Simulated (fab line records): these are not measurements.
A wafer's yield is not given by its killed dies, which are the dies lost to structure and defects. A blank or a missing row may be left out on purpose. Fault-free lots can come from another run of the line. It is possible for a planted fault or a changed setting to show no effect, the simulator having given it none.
What tool caused it? ; flow n5Finfet ; 23 lots with 69 wafers sampled at 6 steps, on a route of 1938 steps

## WHAT EACH GAUGE READ, for each wafer
No reading from a measuring or inspecting step in the record can be judged against a usual standard deviation.

## TOOL THAT RAN EACH LOT (tool first, then ch and the chambers of the sampled wafers, then the start)
lot;N5_BEOL_M0_SAQP_MANDREL1_REMOVE_100;N5_BEOL_M0_SAQP_STRIP_108;N5_BEOL_M0_SAQP_STRIP_75;N5_BEOL_M0_PRE_CLEAN_113;N5_BEOL_M0_ALD_136;N5_BEOL_M0_SPUTTER_132
L074;rieSi-04 ch 2,3, day 5 16:35;rieDiel-06 ch 0,2,3, day 5 17:29;rieDiel-04 ch 0,1,3, day 5 20:35;pvdSputter-01, day 6 03:25;aldMetal-03 ch 0,2,3, day 6 03:43;pvdSputter-02, day 6 04:33
L075;rieSi-04 ch 0,1,3, day 5 19:36;rieDiel-01 ch 0,1,2, day 5 21:04;rieDiel-01 ch 0,1, day 6 00:24;pvdSputter-01, day 6 03:18;aldMetal-04 ch 0,1,3, day 6 03:35;pvdSputter-01, day 6 04:36
L077;rieSi-04 ch 1,2, day 6 10:29;rieDiel-04 ch 1,2, day 6 11:25;rieDiel-04 ch 1,3, day 6 13:48;pvdSputter-03, day 6 18:05;aldMetal-03 ch 0,1, day 6 18:09;pvdSputter-01, day 6 19:49
L078;rieSi-03 ch 0,1,3, day 6 15:25;rieDiel-06 ch 1,3, day 6 16:35;rieDiel-04 ch 1,2,3, day 6 19:07;pvdSputter-01, day 6 21:07;aldMetal-04 ch 1,2,3, day 6 21:11;pvdSputter-01, day 6 23:31
L079;rieSi-03 ch 2,3, day 6 19:04;rieDiel-06 ch 0,1,3, day 6 20:11;rieDiel-01 ch 0,1,2, day 6 22:37;pvdSputter-03, day 7 00:41;aldMetal-04 ch 1,2,3, day 7 00:55;pvdSputter-01, day 7 02:57
L080;rieSi-05 ch 0,1, day 6 23:15;rieDiel-06 ch 0,1,3, day 7 00:15;rieDiel-04 ch 0,1, day 7 03:25;pvdSputter-01, day 7 10:48;aldMetal-03 ch 0,1, day 7 10:52;pvdSputter-01, day 7 11:34
L081;rieSi-03 ch 1,2, day 7 05:09;rieDiel-01 ch 0,2,3, day 7 06:04;rieDiel-06 ch 0,1, day 7 09:51;pvdSputter-01, day 7 16:58;aldMetal-01 ch 1,2,3, day 7 17:05;pvdSputter-02, day 7 19:13
L082;rieSi-05 ch 1,2,3, day 7 14:37;rieDiel-04 ch 0,3, day 7 15:32;rieDiel-04 ch 1,2, day 7 18:00;pvdSputter-01, day 7 20:02;aldMetal-04 ch 1,2,3, day 7 20:05;pvdSputter-03, day 7 21:36
L083;rieSi-05 ch 0,1,3, day 7 22:24;rieDiel-06 ch 0,1,2, day 7 23:19;rieDiel-01 ch 0,2,3, day 8 03:38;pvdSputter-02, day 8 09:13;aldMetal-03 ch 1,2,3, day 8 09:17;pvdSputter-02, day 8 11:16
L084;rieSi-03 ch 2,3, day 8 10:04;rieDiel-06 ch 0,1,3, day 8 10:59;rieDiel-01 ch 0,1, day 8 16:14;pvdSputter-01, day 8 21:24;aldMetal-03 ch 0,3, day 8 21:32;pvdSputter-01, day 8 22:23
L085;rieSi-05 ch 1,2, day 8 10:37;rieDiel-06 ch 0,2, day 8 11:35;rieDiel-04 ch 0,1,2, day 8 16:38;pvdSputter-01, day 8 21:29;aldMetal-04 ch 0,1,3, day 8 21:34;pvdSputter-03, day 8 22:35
L087;rieSi-05 ch 0,1,3, day 9 05:56;rieDiel-04 ch 0,2,3, day 9 06:51;rieDiel-06 ch 0,1,2, day 9 09:16;pvdSputter-02, day 9 12:13;aldMetal-03 ch 0,1,3, day 9 12:18;pvdSputter-01, day 9 13:04
L088;rieSi-03 ch 0,3, day 9 09:42;rieDiel-06 ch 0,1,3, day 9 10:37;rieDiel-01 ch 1,2, day 9 13:20;pvdSputter-01, day 9 17:22;aldMetal-04 ch 0,2, day 9 17:26;pvdSputter-03, day 9 19:52
L086;rieSi-05 ch 2,3, day 9 10:43;rieDiel-04 ch 0,2,3, day 9 11:48;rieDiel-01 ch 1,3, day 9 14:35;pvdSputter-01, day 9 21:07;aldMetal-01 ch 0,2,3, day 9 21:12;pvdSputter-03, day 9 23:14
L089;rieSi-05 ch 0,3, day 9 15:07;rieDiel-01 ch 0,1,3, day 9 16:02;rieDiel-01 ch 1,2,3, day 9 18:41;pvdSputter-01, day 9 20:53;aldMetal-04 ch 0,1, day 9 20:58;pvdSputter-02, day 9 21:38
L090;rieSi-03 ch 1,3, day 9 17:20;rieDiel-06 ch 0,1,3, day 9 18:23;rieDiel-04 ch 0,1,2, day 9 21:19;pvdSputter-01, day 10 00:16;aldMetal-04 ch 1,2,3, day 10 00:19;pvdSputter-02, day 10 01:11
L091;rieSi-05 ch 0,1,3, day 9 22:16;rieDiel-01 ch 1,2,3, day 9 23:13;rieDiel-01 ch 0,1,3, day 10 01:53;pvdSputter-02, day 10 04:48;aldMetal-04 ch 0,2,3, day 10 04:52;pvdSputter-02, day 10 05:36
L092;rieSi-05 ch 0,1,3, day 10 05:55;rieDiel-01 ch 1,2, day 10 06:56;rieDiel-01 ch 2,3, day 10 09:49;pvdSputter-01, day 10 15:33;aldMetal-04 ch 1,2,3, day 10 15:37;pvdSputter-01, day 10 16:29
L093;rieSi-03 ch 0,1,2, day 10 09:35;rieDiel-06 ch 1,3, day 10 10:49;rieDiel-04 ch 0,2,3, day 10 13:25;pvdSputter-03, day 10 18:07;aldMetal-03 ch 0,1,3, day 10 18:11;pvdSputter-01, day 10 20:46
L094;rieSi-04 ch 1,2, day 10 18:41;rieDiel-04 ch 0,3, day 10 19:39;rieDiel-06 ch 1,2,3, day 10 22:30;pvdSputter-02, day 11 04:13;aldMetal-04 ch 1,3, day 11 04:16;pvdSputter-03, day 11 05:08
L095;rieSi-05 ch 0,2, day 10 19:59;rieDiel-06 ch 0,2, day 10 21:00;rieDiel-04 ch 0,2,3, day 10 23:48;pvdSputter-02, day 11 03:35;aldMetal-03 ch 0,2,3, day 11 03:39;pvdSputter-01, day 11 04:29
L096;rieSi-04 ch 1,2,3, day 11 00:17;rieDiel-06 ch 0,3, day 11 01:13;rieDiel-06 ch 0,2,3, day 11 04:07;pvdSputter-03, day 11 14:09;aldMetal-04 ch 1,2, day 11 14:15;pvdSputter-01, day 11 15:12
L097;rieSi-04 ch 1,2,3, day 11 14:13;rieDiel-06 ch 0,1,2, day 11 15:08;rieDiel-06 ch 0,2,3, day 11 17:34;pvdSputter-03, day 12 01:07;aldMetal-01 ch 0,1,3, day 12 01:10;pvdSputter-03, day 12 01:49
- N5_BEOL_M0_SAQP_MANDREL1_REMOVE_100: chemistry HBr/Cl2/O2, target a-Si, stops on SiNx, bt time 10 s.
- N5_BEOL_M0_SAQP_STRIP_108: strips in N2/H2.
- N5_BEOL_M0_SAQP_STRIP_75: strips in CF4.
- N5_BEOL_M0_PRE_CLEAN_113: time 30 s.
- N5_BEOL_M0_ALD_136: deposits TaN, pulse time 2 s, purge time 3 s, co reactant purge time 2 s.
- N5_BEOL_M0_SPUTTER_132: material Cu, target thk 4 nm, time 7.37 s.

## WHAT THE TOOLS THEMSELVES READ (means of the sampled wafers that have a number; where no wafer has one, the mark that the record gives instead)
N5_BEOL_M0_SAQP_MANDREL1_REMOVE_100. Usual: chamberPressureMTorr 9.999 mTorr, standard deviation 0.0076; drypumpMotorCurrentA 5.9 A, standard deviation 0.35; oesProductAu 1.003 a.u., standard deviation 0.018; throttleValvePct 36.76 %, standard deviation 0.28.
lot;tool;chamberPressureMTorr (mTorr);drypumpMotorCurrentA (A);oesProductAu (a.u.);throttleValvePct (%);flag
L074;rieSi-04;9.999;5.6;1.014;36.62;
L075;rieSi-04;9.997;5.9;0.994;36.81;
L077;rieSi-04;9.995;5.6;1.017;36.65;
L078;rieSi-03;9.995;6.0;0.999;36.95;
L079;rieSi-03;9.998;6.1;1.008;37.17;
L080;rieSi-05;9.995;6.0;0.990;36.75;
L081;rieSi-03;10.005;6.1;1.002;36.92;
L082;rieSi-05;10.007;6.0;1.004;36.67;
L083;rieSi-05;9.993;5.8;1.008;36.77;
L084;rieSi-03;10.007;6.1;1.007;37.17;
L085;rieSi-05;9.998;6.1;0.987;36.52;
L087;rieSi-05;9.993;5.8;1.008;36.78;
L088;rieSi-03;9.998;5.9;1.007;36.69;
L086;rieSi-05;10.003;5.9;1.008;36.55;
L089;rieSi-05;9.995;5.6;1.009;36.74;
L090;rieSi-03;10.004;6.0;1.007;37.23;
L091;rieSi-05;9.998;5.8;1.011;36.77;
L092;rieSi-05;9.998;5.8;1.007;36.77;
L093;rieSi-03;10.004;6.0;1.003;36.78;
L094;rieSi-04;9.996;5.6;1.016;36.65;
L095;rieSi-05;9.995;5.9;0.982;36.49;
L096;rieSi-04;9.999;5.8;1.014;36.67;
L097;rieSi-04;9.996;5.8;1.007;36.68;

N5_BEOL_M0_SAQP_STRIP_108. Usual: chamberPressureMTorr 49.99 mTorr, standard deviation 0.048; drypumpMotorCurrentA 5.9 A, standard deviation 0.37; h2FlowSccm 300.1 sccm, standard deviation 0.89; n2FlowSccm 300.0 sccm, standard deviation 0.87; oesProductAu 0.79 a.u., standard deviation 0.097; rfVppV 121.7 V, standard deviation 1; showerheadPlenumPTorr 3.33 Torr, standard deviation 0.13; throttleValvePct 18.8 %, standard deviation 0.43.
lot;tool;chamberPressureMTorr (mTorr);drypumpMotorCurrentA (A);h2FlowSccm (sccm);n2FlowSccm (sccm);oesProductAu (a.u.);rfVppV (V);showerheadPlenumPTorr (Torr);throttleValvePct (%);flag
L074;rieDiel-06;49.97;5.8;299.9;300.5;0.72;121.5;3.29;18.6;
L075;rieDiel-01;50.00;6.1;300.1;300.3;0.77;121.7;3.29;19.4;
L077;rieDiel-04;49.99;6.2;299.1;300.6;0.78;122.0;3.39;19.3;
L078;rieDiel-06;49.99;5.9;300.6;299.3;0.73;121.7;3.34;18.6;
L079;rieDiel-06;49.96;6.0;299.6;300.1;0.82;122.0;3.29;18.4;
L080;rieDiel-06;49.98;6.0;299.5;299.6;0.82;121.5;3.28;18.4;
L081;rieDiel-01;49.98;6.2;300.3;300.4;0.77;121.5;3.37;19.5;
L082;rieDiel-04;50.00;5.4;299.6;299.8;0.85;121.6;3.41;18.9;
L083;rieDiel-06;50.00;5.6;300.6;302.0;0.76;121.1;3.40;18.6;
L084;rieDiel-06;50.02;6.0;300.5;300.7;0.79;121.3;3.28;18.5;
L085;rieDiel-06;50.02;5.5;300.8;299.3;0.75;120.7;3.40;18.6;
L087;rieDiel-04;50.00;5.6;300.3;299.7;0.83;121.4;3.35;18.8;
L088;rieDiel-06;50.00;6.0;299.9;299.4;0.79;120.9;3.28;18.5;
L086;rieDiel-04;49.97;5.6;299.3;300.3;0.84;122.1;3.35;18.8;
L089;rieDiel-01;49.95;6.2;299.8;300.3;0.78;121.5;3.29;19.4;
L090;rieDiel-06;49.95;6.0;300.4;300.1;0.79;121.8;3.27;18.5;
L091;rieDiel-01;49.98;6.2;299.8;300.2;0.84;121.6;3.40;19.4;
L092;rieDiel-01;49.95;6.1;300.1;299.4;0.89;121.9;3.38;19.2;
L093;rieDiel-06;49.99;5.9;299.5;299.7;0.71;122.3;3.32;18.6;
L094;rieDiel-04;49.99;5.4;300.8;299.8;0.81;121.8;3.40;18.9;
L095;rieDiel-06;50.00;5.7;300.8;301.1;0.91;122.2;3.33;18.3;
L096;rieDiel-06;50.02;6.2;300.9;300.2;0.81;120.8;3.15;18.4;
L097;rieDiel-06;50.00;5.6;300.5;300.5;0.83;122.1;3.38;18.5;

N5_BEOL_M0_SAQP_STRIP_75. Usual: chamberPressureMTorr 49.99 mTorr, standard deviation 0.043; drypumpMotorCurrentA 5.9 A, standard deviation 0.36; oesProductAu 0.187 a.u., standard deviation 0.021; rfVppV 271.0 V, standard deviation 1.6; showerheadPlenumPTorr 1.79 Torr, standard deviation 0.064; throttleValvePct 13.52 %, standard deviation 0.26.
lot;tool;chamberPressureMTorr (mTorr);drypumpMotorCurrentA (A);oesProductAu (a.u.);rfVppV (V);showerheadPlenumPTorr (Torr);throttleValvePct (%);flag
L074;rieDiel-04;49.99;5.7;0.186;271.1;1.82;13.66;
L075;rieDiel-01;49.99;6.1;0.188;269.9;1.72;13.52;
L077;rieDiel-04;49.95;5.9;0.179;272.5;1.85;13.91;
L078;rieDiel-04;49.95;5.8;0.194;271.5;1.82;13.67;
L079;rieDiel-01;50.02;6.1;0.178;270.0;1.75;13.60;
L080;rieDiel-04;49.97;6.1;0.166;271.3;1.83;13.92;
L081;rieDiel-06;49.98;5.8;0.178;272.2;1.82;13.37;
L082;rieDiel-04;50.04;6.2;0.180;271.8;1.82;13.92;
L083;rieDiel-01;49.99;6.2;0.174;272.0;1.79;13.66;
L084;rieDiel-01;49.99;6.1;0.182;269.2;1.71;13.56;
L085;rieDiel-04;49.96;6.0;0.177;270.4;1.80;13.71;
L087;rieDiel-06;49.99;5.6;0.175;272.0;1.82;13.45;
L088;rieDiel-01;49.95;6.1;0.192;269.5;1.77;13.39;
L086;rieDiel-01;50.00;6.2;0.181;272.5;1.81;13.62;
L089;rieDiel-01;49.94;6.2;0.192;270.8;1.81;13.44;
L090;rieDiel-04;49.97;6.0;0.198;271.3;1.80;13.52;
L091;rieDiel-01;50.00;6.1;0.177;270.6;1.75;13.64;
L092;rieDiel-01;49.98;6.2;0.187;272.5;1.85;13.50;
L093;rieDiel-04;50.02;5.6;0.191;270.9;1.79;13.49;
L094;rieDiel-06;49.97;5.7;0.188;271.2;1.78;13.43;
L095;rieDiel-04;49.99;5.6;0.188;271.0;1.79;13.52;
L096;rieDiel-06;49.96;5.8;0.199;270.5;1.75;13.22;
L097;rieDiel-06;50.05;5.8;0.198;270.7;1.75;13.22;

N5_BEOL_M0_PRE_CLEAN_113. Usual: heaterPowerW reads 338 W (standard deviation 26).
lot;tool;heaterPowerW (W);flag
L074;pvdSputter-01;327;
L075;pvdSputter-01;326;
L077;pvdSputter-03;358;
L078;pvdSputter-01;326;
L079;pvdSputter-03;362;
L080;pvdSputter-01;333;
L081;pvdSputter-01;326;
L082;pvdSputter-01;324;
L083;pvdSputter-02;334;
L084;pvdSputter-01;335;
L085;pvdSputter-01;339;
L087;pvdSputter-02;336;
L088;pvdSputter-01;333;
L086;pvdSputter-01;332;
L089;pvdSputter-01;328;
L090;pvdSputter-01;318;
L091;pvdSputter-02;341;
L092;pvdSputter-01;318;
L093;pvdSputter-03;364;
L094;pvdSputter-02;346;
L095;pvdSputter-02;348;
L096;pvdSputter-03;329;
L097;pvdSputter-03;369;

N5_BEOL_M0_ALD_136. Usual: heaterPowerW reads 410 W (standard deviation 45).
lot;tool;heaterPowerW (W);flag
L074;aldMetal-03;394;
L075;aldMetal-04;420;
L077;aldMetal-03;474;
L078;aldMetal-04;411;
L079;aldMetal-04;412;
L080;aldMetal-03;460;
L081;aldMetal-01;416;
L082;aldMetal-04;409;
L083;aldMetal-03;371;
L084;aldMetal-03;448;
L085;aldMetal-04;410;
L087;aldMetal-03;433;
L088;aldMetal-04;414;
L086;aldMetal-01;422;
L089;aldMetal-04;414;
L090;aldMetal-04;395;
L091;aldMetal-04;421;
L092;aldMetal-04;412;
L093;aldMetal-03;436;
L094;aldMetal-04;402;
L095;aldMetal-03;387;
L096;aldMetal-04;394;
L097;aldMetal-01;430;

N5_BEOL_M0_SPUTTER_132. Usual: chuckSensorTempC -16.0 C, standard deviation 0.55; throttleValvePct 29.7 %, standard deviation 0.9.
lot;tool;chuckSensorTempC (C);throttleValvePct (%);flag
L074;pvdSputter-02;-15.6;30.0;
L075;pvdSputter-01;-15.9;29.7;
L077;pvdSputter-01;-16.2;28.9;
L078;pvdSputter-01;-15.9;29.8;
L079;pvdSputter-01;-15.9;29.7;
L080;pvdSputter-01;-16.4;29.6;
L081;pvdSputter-02;-15.4;29.1;
L082;pvdSputter-03;-16.4;30.0;
L083;pvdSputter-02;-15.5;29.5;
L084;pvdSputter-01;-16.1;30.4;
L085;pvdSputter-03;-16.4;30.1;
L087;pvdSputter-01;-16.3;29.5;
L088;pvdSputter-03;-16.1;29.8;
L086;pvdSputter-03;-16.4;30.1;
L089;pvdSputter-02;-15.6;29.9;
L090;pvdSputter-02;-15.5;29.5;
L091;pvdSputter-02;-15.4;29.6;
L092;pvdSputter-01;-16.4;29.7;
L093;pvdSputter-01;-16.0;29.8;
L094;pvdSputter-03;-16.1;30.1;
L095;pvdSputter-01;-16.6;28.8;
L096;pvdSputter-01;-16.3;29.4;
L097;pvdSputter-03;-16.5;29.7;

## THE ANSWER, worked out from the rows above alone
Rule: a lot counts as off when the mean over its wafers that have a number is more than 3 standard deviations away from the usual mean. Also off: a lot with no number at a reading for which 4 or more lots have one. The other lots that the step has rows for count as sound. After the gauges, taken in route order, come the tools' own readings; for these a lot's mean is taken, as printed above. The first step at which some lot is off is used, and at that step the reading that is off furthest; a lot without a number counts as furthest.
None of the lots is off at any reading shown; this tells nothing.

## WHAT THE SIMULATOR PUT IN
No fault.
